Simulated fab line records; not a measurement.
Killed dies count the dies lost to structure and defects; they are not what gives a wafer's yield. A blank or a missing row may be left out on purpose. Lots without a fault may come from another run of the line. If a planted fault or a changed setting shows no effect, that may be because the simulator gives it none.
Which of the tools did it? :: flow nand harc :: Sampling: 12 lots, 36 wafers, 7 of 1302 route steps

== WHAT THE GAUGES SHOWED, per wafer ==
NHARC_P_M0_INSPECT_27. Usual: 289 for raw defect count, sd 120.
lot: L446
measured: day 6 02:06
on: defect inspect-01
raw defect count: 440 775 237
flag: 

lot: L447
measured: day 6 14:50
on: defect inspect-02
raw defect count: 343 338 250
flag: 

lot: L453
measured: day 9 08:58
on: defect inspect-02
raw defect count: 214 219 205
flag: 

lot: L456
measured: day 10 19:42
on: defect inspect-02
raw defect count: 603 425 510
flag: 

lot: L457
measured: day 10 20:50
on: defect inspect-02
raw defect count: 343 202 177
flag: 

lot: L458
measured: day 11 10:46
on: defect inspect-01
raw defect count: 422 536 430
flag: 

lot: L461
measured: day 12 10:48
on: defect inspect-02
raw defect count: 162 273 200
flag: 

lot: L463
measured: day 13 02:07
on: defect inspect-02
raw defect count: 597 269 317
flag: 

lot: L464
measured: day 13 15:16
on: defect inspect-02
raw defect count: 171 160 130
flag: 

lot: L465
measured: day 14 09:18
on: defect inspect-02
raw defect count: 395 175 216
flag: 

lot: L467
measured: day 15 00:13
on: defect inspect-01
raw defect count: 374 405 222
flag: 

lot: L469
measured: day 15 17:03
on: defect inspect-01
raw defect count: 132 243 116
flag: 

NHARC_P_M1_CD_MEAS_09: the cd target is 130 nm. Usual: 130.0 nm for cd nm, sd 0.53.
lot: L446
measured: day 6 03:29
on: cd sem-02
cd nm (nm): 129.5 129.2 129.5
flag: 

lot: L447
measured: day 6 16:14
on: cd sem-02
cd nm (nm): 130.4 130.4 130.0
flag: 

lot: L453
measured: day 9 10:15
on: cd sem-02
cd nm (nm): 130.0 130.3 130.1
flag: 

lot: L456
measured: day 10 21:09
on: cd sem-03
cd nm (nm): 63.9 129.2 129.6
flag: OFF

lot: L457
measured: day 10 22:07
on: cd sem-03
cd nm (nm): 65.2 129.6 64.8
flag: OFF

lot: L458
measured: day 11 12:10
on: cd sem-03
cd nm (nm): 130.0 129.9 130.6
flag: 

lot: L461
measured: day 12 12:12
on: cd sem-01
cd nm (nm): 129.4 129.2 129.9
flag: 

lot: L463
measured: day 13 03:30
on: cd sem-03
cd nm (nm): 130.8 130.3 131.2
flag: 

lot: L464
measured: day 13 16:40
on: cd sem-01
cd nm (nm): 129.2 129.4 129.8
flag: 

lot: L465
measured: day 14 10:41
on: cd sem-01
cd nm (nm): 129.5 129.3 130.1
flag: 

lot: L467
measured: day 15 01:37
on: cd sem-01
cd nm (nm): 129.6 129.7 130.0
flag: 

lot: L469
measured: day 15 18:25
on: cd sem-03
cd nm (nm): 129.8 131.2 130.7
flag: 

NHARC_P_M1_INSPECT_11. Usual: 4 for raw defect count, sd 3.1.
lot: L446
measured: day 6 03:36
on: defect inspect-01
raw defect count: 5 6 5
flag: 

lot: L447
measured: day 6 16:21
on: defect inspect-01
raw defect count: 7 3 4
flag: 

lot: L453
measured: day 9 10:22
on: defect inspect-01
raw defect count: 4 4 7
flag: 

lot: L456
measured: day 10 21:16
on: defect inspect-01
raw defect count: 2 2 4
flag: 

lot: L457
measured: day 10 22:14
on: defect inspect-02
raw defect count: 3 1 3
flag: 

lot: L458
measured: day 11 12:17
on: defect inspect-02
raw defect count: 0 4 4
flag: 

lot: L461
measured: day 12 12:19
on: defect inspect-01
raw defect count: 2 2 2
flag: 

lot: L463
measured: day 13 03:38
on: defect inspect-01
raw defect count: 3 3 3
flag: 

lot: L464
measured: day 13 16:47
on: defect inspect-01
raw defect count: 8 5 6
flag: 

lot: L465
measured: day 14 10:49
on: defect inspect-01
raw defect count: 8 2 6
flag: 

lot: L467
measured: day 15 01:44
on: defect inspect-02
raw defect count: 2 13 10
flag: 

lot: L469
measured: day 15 18:32
on: defect inspect-01
raw defect count: 2 2 3
flag: 

NHARC_P_M1_CD_MEAS_16. Usual: 129.9 nm for cd nm, sd 0.59.
lot: L446
measured: day 6 03:58
on: cd sem-03
cd nm (nm): 130.1 130.4 130.1
flag: 

lot: L447
measured: day 6 16:43
on: cd sem-02
cd nm (nm): 130.1 130.2 130.3
flag: 

lot: L453
measured: day 9 10:44
on: cd sem-02
cd nm (nm): 130.5 130.3 129.4
flag: 

lot: L456
measured: day 10 21:38
on: cd sem-03
cd nm (nm): 63.3 128.5 129.0
flag: OFF

lot: L457
measured: day 10 22:36
on: cd sem-01
cd nm (nm): 64.0 129.6 64.7
flag: OFF

lot: L458
measured: day 11 12:39
on: cd sem-02
cd nm (nm): 129.5 129.8 130.3
flag: 

lot: L461
measured: day 12 12:41
on: cd sem-03
cd nm (nm): 129.4 129.4 129.6
flag: 

lot: L463
measured: day 13 03:59
on: cd sem-01
cd nm (nm): 130.7 130.2 130.7
flag: 

lot: L464
measured: day 13 17:09
on: cd sem-03
cd nm (nm): 129.4 129.4 130.0
flag: 

lot: L465
measured: day 14 11:11
on: cd sem-02
cd nm (nm): 129.6 129.5 129.8
flag: 

lot: L467
measured: day 15 02:07
on: cd sem-02
cd nm (nm): 129.3 129.9 128.9
flag: 

lot: L469
measured: day 15 18:55
on: cd sem-01
cd nm (nm): 130.7 130.7 129.9
flag: 

NHARC_END_SORT_01. Usual: defect limited yield is 91.2 % with standard deviation 2.5, killed at array is 55 with standard deviation 17, killed at other is 1.1 with standard deviation 1.4, killed at periphery is 3.9 with standard deviation 3, killed dies is 59 with standard deviation 17, killed open is 3.5 with standard deviation 2, and killed short is 2.6 with standard deviation 1.6.
lot: L456
measured: day 28 20:32
on: prober-01
defect limited yield (%): 0 97.2 96.8
killed at array: 8 17 18
killed at other: 1 1 2
killed at periphery: 668 1 2
killed dies: 677 19 22
killed open: 4 1 3
killed short: 0 2 1
flag: OFF

lot: L457
measured: day 28 20:35
on: prober-02
defect limited yield (%): 0 91.1 0
killed at array: 49 56 60
killed at other: 0 1 0
killed at periphery: 628 3 617
killed dies: 677 60 677
killed open: 1 4 1
killed short: 1 4 3
flag: OFF

lot: L461
measured: day 30 13:58
on: prober-02
defect limited yield (%): 91.9 91.1 91.7
killed at array: 55 60 54
killed at other: 0 0 0
killed at periphery: 0 0 2
killed dies: 55 60 56
killed open: 2 2 2
killed short: 1 3 2
flag: 

lot: L465
measured: day 32 20:22
on: prober-01
defect limited yield (%): 90.0 88.6 87.1
killed at array: 61 76 82
killed at other: 0 0 0
killed at periphery: 7 1 5
killed dies: 68 77 87
killed open: 2 2 4
killed short: 2 0 2
flag: 

== WHAT TOOL EACH LOT RAN ON (gives the tool, then ch and the chambers of the sampled wafers, and finally the start) ==
lot: L446
NHARC_P_M0_PVD_21: pvd sputter-03, day 6 02:06 or earlier
NHARC_P_M1_PEB_07: litho track-06 ch 0, day 6 03:24

lot: L447
NHARC_P_M0_PVD_21: pvd sputter-01, day 6 14:50 or earlier
NHARC_P_M1_PEB_07: litho track-06 ch 0, day 6 16:09

lot: L453
NHARC_P_M0_PVD_21: pvd sputter-02, day 9 08:58 or earlier
NHARC_P_M1_PEB_07: litho track-04 ch 0, day 9 10:10

lot: L456
NHARC_P_M0_PVD_21: pvd sputter-02, day 10 19:42 or earlier
NHARC_P_M1_PEB_07: litho track-06 ch 0, day 10 21:04

lot: L457
NHARC_P_M0_PVD_21: pvd sputter-03, day 10 20:50 or earlier
NHARC_P_M1_PEB_07: litho track-06 ch 0, day 10 22:02

lot: L458
NHARC_P_M0_PVD_21: pvd sputter-03, day 11 10:46 or earlier
NHARC_P_M1_PEB_07: litho track-01 ch 0, day 11 12:05

lot: L461
NHARC_P_M0_PVD_21: pvd sputter-03, day 12 10:48 or earlier
NHARC_P_M1_PEB_07: litho track-04 ch 0, day 12 12:07

lot: L463
NHARC_P_M0_PVD_21: pvd sputter-03, day 13 02:07 or earlier
NHARC_P_M1_PEB_07: litho track-04 ch 0, day 13 03:25

lot: L464
NHARC_P_M0_PVD_21: pvd sputter-03, day 13 15:16 or earlier
NHARC_P_M1_PEB_07: litho track-01 ch 0, day 13 16:35

lot: L465
NHARC_P_M0_PVD_21: pvd sputter-03, day 14 09:18 or earlier
NHARC_P_M1_PEB_07: litho track-06 ch 0, day 14 10:37

lot: L467
NHARC_P_M0_PVD_21: pvd sputter-02, day 15 00:13 or earlier
NHARC_P_M1_PEB_07: litho track-06 ch 0, day 15 01:32

lot: L469
NHARC_P_M0_PVD_21: pvd sputter-02, day 15 17:03 or earlier
NHARC_P_M1_PEB_07: litho track-01 ch 0, day 15 18:20
- NHARC_P_M0_PVD_21: deposits Cu, target thk 30 nm, time 20.49 s.
- NHARC_P_M1_PEB_07: peb time 65 s.

== WHAT THE TOOLS THEMSELVES READ (means of the sampled wafers that have a number; where no wafer has one, the mark that the record gives instead) ==
NHARC_P_M0_PVD_21. Usual: 30.2 % for throttle valve pct, sd 0.92.
lot: L446
tool: pvd sputter-03
throttle valve pct (%): 30.7
flag: 

lot: L447
tool: pvd sputter-01
throttle valve pct (%): 30.8
flag: 

lot: L453
tool: pvd sputter-02
throttle valve pct (%): 29.6
flag: 

lot: L456
tool: pvd sputter-02
throttle valve pct (%): 28.6
flag: 

lot: L457
tool: pvd sputter-03
throttle valve pct (%): 29.9
flag: 

lot: L458
tool: pvd sputter-03
throttle valve pct (%): 30.1
flag: 

lot: L461
tool: pvd sputter-03
throttle valve pct (%): 30.6
flag: 

lot: L463
tool: pvd sputter-03
throttle valve pct (%): 29.8
flag: 

lot: L464
tool: pvd sputter-03
throttle valve pct (%): 30.3
flag: 

lot: L465
tool: pvd sputter-03
throttle valve pct (%): 30.0
flag: 

lot: L467
tool: pvd sputter-02
throttle valve pct (%): 30.5
flag: 

lot: L469
tool: pvd sputter-02
throttle valve pct (%): 30.1
flag: 

NHARC_P_M1_PEB_07. Usual: 156.7 W for heater power total W, sd 0.41.
lot: L446
tool: litho track-06
heater power total W (W): 156.8
flag: 

lot: L447
tool: litho track-06
heater power total W (W): 156.6
flag: 

lot: L453
tool: litho track-04
heater power total W (W): 156.7
flag: 

lot: L456
tool: litho track-06
heater power total W (W): 219.8
flag: OFF

lot: L457
tool: litho track-06
heater power total W (W): 282.6
flag: OFF

lot: L458
tool: litho track-01
heater power total W (W): 156.9
flag: 

lot: L461
tool: litho track-04
heater power total W (W): 156.9
flag: 

lot: L463
tool: litho track-04
heater power total W (W): 156.8
flag: 

lot: L464
tool: litho track-01
heater power total W (W): 157.0
flag: 

lot: L465
tool: litho track-06
heater power total W (W): 156.5
flag: 

lot: L467
tool: litho track-06
heater power total W (W): 156.7
flag: 

lot: L469
tool: litho track-01
heater power total W (W): 156.5
flag: 

== THE ANSWER, worked out from the rows above alone ==
Rule: take the mean of a lot's wafers that have a number; if it is more than 3 standard deviations from the usual mean, the lot is off. A lot without any number at a reading at which 4 lots or more have one is off too. Where the step has rows for the other lots, those lots are counted as sound. First the gauges in route order, then the tools' own readings, where a lot's mean is used as printed above. At the first step where some lot is off, the reading lying furthest off is the one used; lots without a number count as furthest.
Off at NHARC_P_M1_CD_MEAS_09 (cd nm): L456, L457.
A tool fits if, at a process step before that reading, it ran every lot that is off, and no sound lot after the first of them. Not tried: the gauges at NHARC_P_M1_CD_MEAS_09; whatever is off there is also off at NHARC_END_SORT_01, on other tools, and gauge error can't account for it. With no start given for some of its lots, NHARC_P_M0_PVD_21 uses the hours and lot order of NHARC_P_M0_INSPECT_27. Of those tried, none fits.

== WHAT HAD BEEN PUT IN BY THE SIMULATOR ==
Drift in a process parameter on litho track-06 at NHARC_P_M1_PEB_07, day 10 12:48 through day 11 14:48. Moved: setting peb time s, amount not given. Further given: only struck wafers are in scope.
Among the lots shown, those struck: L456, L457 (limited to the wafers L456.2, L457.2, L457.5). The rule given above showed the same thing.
